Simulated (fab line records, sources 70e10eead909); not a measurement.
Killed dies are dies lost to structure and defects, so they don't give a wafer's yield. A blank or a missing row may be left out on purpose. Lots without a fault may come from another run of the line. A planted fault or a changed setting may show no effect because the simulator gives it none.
fab line records | flow nand_harc | part 2 of 2: steps 21 to 30 of 30
record lots=5 wafers=15 last_day=31
route steps=1302 shown A_STAIRCASE@830
lots that met no fault: from a run of the same line without faults
start_h: hours from the record's first day to the start of the lot's first wafer shown | wait_h: hours since the lot's step before | " the same as in the row above | L1.1+2: a row that stands for several wafers | - no value, or no start given | * or withheld: withheld | < > ~ a bound
route shown NAME@n: a module of which the file shows steps, and the number in the route of the first | usual: mean/standard deviation of fault-free wafers | same: alike in all rows | chamber/n: place in a boat | sites: the reading at each site | _std_site: their standard deviation | _edge_site: outer sites' mean less inner sites' | radius_mm: how far each site lies from the wafer's centre | mask NAME#n: copy n | behind: the tool/chamber that last shaped the wafer | hold: why the lot was held/for how many hours/how that ended | device: the transistor (n, p or np) that didn't switch | end of line: the same wafers' tests at the end of the route | a step without rows: its recipe alone | killed: dies lost to structure and defects at the first sort, not the wafer's yield | map: a wafer's dies, x killed, . not, _ none there
set.NAME: the setting as run; set.NAME@STEP: as run at that earlier step | model.NAME: the simulator's own value behind a step, which no gauge read
lots at some steps of the route; a table a step, a row a wafer
services: from which hour (start_h, from the record's first day; less than 0 if before it) a tool's chamber was out of use, for how many hours, and why
## steps
# step NHARC_A_STAIRCASE_ANNEAL_320
# recipe temp_c=750 time_s=1800
# usual spike_tc_centre_C=749.9/1 spike_tc_upper_C=750.3/1.3 zone_power_top_pct=26.6/2.9
# columns lot.wafer tool chamber start_h wait_h spike_tc_centre_C spike_tc_upper_C zone_power_top_pct
L074.1 furnace-02 0 406.99 - 749.6 751.0 22.3
L074.3 " 0 " " 749.1 751.8 22.0
L074.4 " 0 " " 748.8 749.9 22.0
L080.2 furnace-05 0 472.61 - 750.8 751.0 27.6
L080.3 " 0 " " 750.9 748.3 28.3
L080.5 " 0 " " 751.1 751.3 28.0
L086.2 furnace-05 0 526.60 - 750.1 749.5 28.0
L086.4 " 0 " " 750.8 750.4 27.9
L086.5 " 0 " " 748.9 748.6 27.7
L087.1 furnace-05 0 526.60 - 750.5 750.0 28.0
L087.4 " 0 " " 750.1 749.1 27.6
L087.6 " 0 " " 749.2 749.1 27.7
L092.2 furnace-05 0 576.14 - 749.8 749.4 27.9
L092.3 " 0 " " 750.2 749.5 27.9
L092.6 " 0 " " 751.1 750.3 27.6
# step NHARC_A_STAIRCASE_DEP_322
# recipe target_thk_a=72000 temp_c=400 target_thk_nm=7200 teos_flow_sccm=200 rf_w=500 material=SiO2
# usual heater_power_w=669/97 mfc_precursor_sccm=200.0/0.63 rf_fwd_power_W=499.6/1.7
# columns lot.wafer tool chamber start_h wait_h heater_power_w mfc_precursor_sccm rf_fwd_power_W
L074.3 pecvd-03 2 410.45 0.2 690 199.9 496.6
L074.1 " 0 " " 746 200.3 502.0
L074.4 " 0 " " 618 199.8 501.7
L080.2 pecvd-02 0 476.13 0.2 645 200.1 498.7
L080.3 " 1 " " 916 200.9 498.1
L080.5 " 2 " " 754 200.3 500.1
L087.1 pecvd-01 0 530.04 0.2 644 199.7 500.3
L087.6 " 2 " " 589 200.2 499.5
L087.4 " 1 " " 589 199.7 499.4
L086.2 pecvd-02 2 530.14 0.3 920 200.1 499.8
L086.5 " 0 " " 575 199.1 502.1
L086.4 " 2 " " 741 199.8 499.7
L092.3 pecvd-01 2 579.53 0.1 732 199.6 503.0
L092.2 " 0 " " 597 201.1 498.5
L092.6 " 2 " " 576 199.8 500.9
# step NHARC_A_STAIRCASE_ANNEAL_323
# recipe temp_c=750 time_s=1800
# usual spike_tc_centre_C=749.6/1.3 spike_tc_upper_C=750.3/1.3 zone_power_top_pct=27.2/2.7
# columns lot.wafer tool chamber start_h wait_h spike_tc_centre_C spike_tc_upper_C zone_power_top_pct
L074.1 furnace-05 0 415.41 - 749.0 750.5 28.0
L074.3 " 0 " " 749.0 748.9 27.1
L074.4 " 0 " " 751.5 748.4 27.8
L080.2 furnace-04 0 481.52 - 747.8 750.1 29.2
L080.3 " 0 " " 750.0 750.2 29.5
L080.5 " 0 " " 748.9 751.0 28.7
L086.2 furnace-05 0 534.55 - 749.4 749.5 27.6
L086.4 " 0 " " 749.2 749.7 28.0
L086.5 " 0 " " 750.1 748.6 27.5
L087.1 furnace-05 0 534.55 - 751.1 749.3 28.1
L087.4 " 0 " " 750.1 749.1 28.2
L087.6 " 0 " " 749.4 750.6 27.6
L092.2 furnace-04 0 585.83 - 749.5 750.6 29.6
L092.3 " 0 " " 749.6 749.5 29.4
L092.6 " 0 " " 750.2 750.7 29.7
# step NHARC_A_STAIRCASE_DEP_325
# recipe target_thk_a=72000 temp_c=400 target_thk_nm=7200 teos_flow_sccm=200 rf_w=500 material=SiO2
# usual heater_power_w=667/90 mfc_precursor_sccm=200.0/0.6 rf_fwd_power_W=499.6/1.3
# columns lot.wafer tool chamber start_h wait_h heater_power_w mfc_precursor_sccm rf_fwd_power_W
L074.3 pecvd-03 0 418.89 0.2 645 201.1 501.3
L074.1 " 1 " " 750 199.8 499.2
L074.4 " 0 " " 610 201.0 497.5
L080.2 pecvd-03 1 485.00 0.2 687 200.0 500.4
L080.3 " 2 " " 626 200.2 500.4
L080.5 " 0 " " 615 201.3 497.3
L087.1 pecvd-03 0 537.96 0.1 628 199.8 501.2
L087.4 " 0 " " 619 199.9 499.8
L087.6 " 0 " " 622 200.0 500.7
L086.2 pecvd-02 2 537.96 0.1 816 199.3 500.0
L086.5 " 2 " " 758 200.8 498.7
L086.4 " 1 " " 736 200.3 499.9
L092.2 pecvd-03 2 589.21 0.1 690 200.2 497.9
L092.3 " 1 " " 677 198.2 502.5
L092.6 " 0 " " 583 200.2 500.6
# step NHARC_A_STAIRCASE_ANNEAL_326
# recipe temp_c=750 time_s=1800
# usual spike_tc_centre_C=749.4/1 spike_tc_upper_C=750.8/1.2 zone_power_top_pct=26/3.5
# columns lot.wafer tool chamber start_h wait_h spike_tc_centre_C spike_tc_upper_C zone_power_top_pct
L074.1 furnace-04 0 422.74 - 748.7 748.9 30
L074.3 " 0 " " 750.1 750.1 29
L074.4 " 0 " " 749.9 750.5 30
L080.2 furnace-05 0 488.67 - 750.7 747.9 28
L080.3 " 0 " " 749.6 750.6 28
L080.5 " 0 " " 749.9 748.7 28
L086.2 furnace-02 0 542.64 - 750.0 752.9 22
L086.4 " 0 " " 749.1 749.5 22
L086.5 " 0 " " 747.7 751.0 22
L087.1 furnace-02 0 542.64 4.5 748.4 750.8 23
L087.4 " 0 " " 749.4 750.6 22
L087.6 " 0 " " 748.3 751.2 22
L092.2 furnace-04 0 596.81 - 748.9 750.9 29
L092.3 " 0 " " 749.1 750.6 30
L092.6 " 0 " " 750.1 751.8 30
# step NHARC_A_STAIRCASE_DEHYDRATE_433
# recipe temp_c=150 time_s=120
# columns lot.wafer tool chamber start_h wait_h
L074.1+3+4 litho_track-03 0 426.12 0.1
L080.2+3+5 litho_track-03 0 492.08 0.1
L086.2+4+5 litho_track-05 0 545.99 0.1
L087.1+4+6 litho_track-07 0 546.00 0.1
L092.2+3+6 litho_track-07 0 600.18 0.1
# step NHARC_A_STAIRCASE_HMDS_434
# recipe time_s=30
# columns lot.wafer tool chamber start_h wait_h
L074.1+3+4 litho_track-03 0 - -
L080.2+3+5 litho_track-03 0 - -
L086.2+4+5 litho_track-05 0 - -
L087.1+4+6 litho_track-07 0 - -
L092.2+3+6 litho_track-07 0 - -
# step NHARC_A_STAIRCASE_COAT_435
# recipe spin_rpm=1200
# usual spin_speed_rpm=1200.0/1
# columns lot.wafer tool chamber start_h wait_h spin_speed_rpm
L074.1 litho_track-03 0 - - 1198.2
L074.3 " 0 " " 1200.2
L074.4 " 0 " " 1200.4
L080.2 litho_track-03 0 - - 1201.0
L080.3 " 0 " " 1200.6
L080.5 " 0 " " 1200.9
L086.2 litho_track-05 0 - - 1200.5
L086.4 " 0 " " 1200.9
L086.5 " 0 " " 1200.9
L087.1 litho_track-07 0 - - 1201.0
L087.4 " 0 " " 1200.9
L087.6 " 0 " " 1201.0
L092.2 litho_track-07 0 - - 1200.1
L092.3 " 0 " " 1200.1
L092.6 " 0 " " 1199.5
# step NHARC_A_STAIRCASE_SOFTBAKE_436
# recipe temp_c=135 time_s=170
# columns lot.wafer tool chamber start_h wait_h
L074.1+3+4 litho_track-03 0 - -
L080.2+3+5 litho_track-03 0 - -
L086.2+4+5 litho_track-05 0 - -
L087.1+4+6 litho_track-07 0 - -
L092.2+3+6 litho_track-07 0 - -
# step NHARC_A_STAIRCASE_EBR_437
# columns lot.wafer tool chamber start_h wait_h
L074.1+3+4 litho_track-03 0 - -
L080.2+3+5 litho_track-03 0 - -
L086.2+4+5 litho_track-05 0 - -
L087.1+4+6 litho_track-07 0 - -
L092.2+3+6 litho_track-07 0 - -
## services
# columns tool chamber start_h hours kind
rie_diel-10 1 370.11 9.0 repair
rie_diel-07 - 371.58 1.8 repair
wet_bench-09 - 405.52 4.4 repair
rie_diel-03 1 410.31 14.5 repair
wet_bench-02 - 420.00 8.0 pm
rie_diel-10 - 421.40 9.0 pm
litho_track-07 - 426.00 7.0 pm
pecvd-03 - 429.81 1.5 repair
pecvd-01 0 435.41 12.2 repair
litho_track-03 - 450.00 7.0 pm
rie_diel-10 0 456.59 16.1 repair
rie_diel-03 - 461.93 9.0 pm
rie_diel-07 - 471.69 9.0 pm
ald_hk-01 - 482.47 10.0 pm
rie_diel-10 - 485.03 0.4 repair
pecvd-03 - 488.89 3.1 repair
pecvd-01 - 492.00 13.0 pm
wet_bench-09 - 528.80 8.0 pm
pecvd-03 1 535.16 18.3 repair
pecvd-03 - 547.39 13.0 pm
ald_hk-01 - 571.54 0.9 repair
rie_diel-07 0 571.79 18.5 repair
wet_bench-02 - 596.00 8.0 pm
rie_diel-10 - 598.42 9.0 pm
